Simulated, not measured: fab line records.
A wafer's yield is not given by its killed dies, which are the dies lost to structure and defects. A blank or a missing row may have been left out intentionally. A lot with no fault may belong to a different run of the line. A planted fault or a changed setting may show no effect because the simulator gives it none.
Matching of chambers | flow n5 finfet | N5_FIN_SAQP_HM_DEP_03 on pecvd-02 has 3 sister chambers
The step deposits SiNx from SiH4/NH3/N2, target thk 38 nm, time 33.6 s. 18 wafers are shown with their chamber, then 9 later ones without.

## WAFERS, EACH WITH ITS CHAMBER
wafer  | chamber | showerhead plenum p Torr (Torr) | throttle valve pct (%) | heater power w (W)
L075.1 | 1       | 5.18                            | 36.0                   | 601
L075.4 | 0       | 5.20                            | 40.0                   | 572
L075.6 | 1       | 5.18                            | 36.0                   | 608
L076.2 | 2       | 5.01                            | 37.4                   | 679
L076.4 | 1       | 5.17                            | 36.4                   | 573
L076.6 | 2       | 5.01                            | 37.8                   | 697
L077.2 | 1       | 5.19                            | 36.2                   | 578
L077.3 | 0       | 5.21                            | 40.3                   | 572
L077.6 | 2       | 5.01                            | 37.8                   | 822
L084.1 | 1       | 5.17                            | 36.4                   | 597
L084.2 | 0       | 5.21                            | 40.2                   | 607
L084.3 | 2       | 5.02                            | 38.1                   | 779
L090.2 | 2       | 5.02                            | 37.9                   | 667
L090.5 | 0       | 5.21                            | 40.4                   | 513
L090.6 | 1       | 5.17                            | 36.4                   | 575
L092.2 | 2       | 5.01                            | 38.3                   | 789
L092.3 | 0       | 5.21                            | 40.5                   | 621
L092.4 | 1       | 5.19                            | 36.1                   | 573

SIGNATURES, as means of the wafers listed above
reading                  | chamber 0 | chamber 1 | chamber 2 | scatter within a chamber
showerhead plenum p Torr | 5.2080    | 5.1786    | 5.0133    | 0.00683
throttle valve pct       | 40.280    | 36.214    | 37.883    | 0.235
heater power w           | 577.00    | 586.43    | 738.83    | 44.6
Rule: for a wafer and a chamber, the distance is found by dividing, reading by reading, the gap between the wafer's reading and the chamber's mean by the reading's scatter, squaring, summing and taking the root. The wafer belongs to the nearest chamber; if the next one is less than 2 further off, it can't be placed. The scatter is the square root of a quotient: the sum, over the shown wafers, of each reading's squared deviation from its chamber's mean, divided by wafers minus chambers.

## WAFERS MISSING THEIR CHAMBER
wafer  | showerhead plenum p Torr (Torr) | throttle valve pct (%) | heater power w (W)
L094.3 | 5.21                            | 40.6                   | 613
L094.4 | 5.20                            | 40.8                   | 618
L094.6 | 5.01                            | 38.3                   | 820
L095.4 | 5.21                            | 40.9                   | 587
L095.5 | 5.01                            | 38.3                   | 741
L095.6 | 5.17                            | 36.0                   | 617
L097.1 | 5.18                            | 36.2                   | 568
L097.4 | 5.19                            | 36.4                   | 584
L097.6 | 5.21                            | 40.7                   | 532

## CHAMBER TAKEN BY EACH
wafer  | from the rows above | in truth
L094.3 | 0                   | 0
L094.4 | 0                   | 0
L094.6 | 2                   | 2
L095.4 | 0                   | 0
L095.5 | 2                   | 2
L095.6 | 1                   | 1
L097.1 | 1                   | 1
L097.4 | 1                   | 1
L097.6 | 0                   | 0
9 of 9 placed correctly. Not placeable from these rows: 0. Placed wrongly: 0.
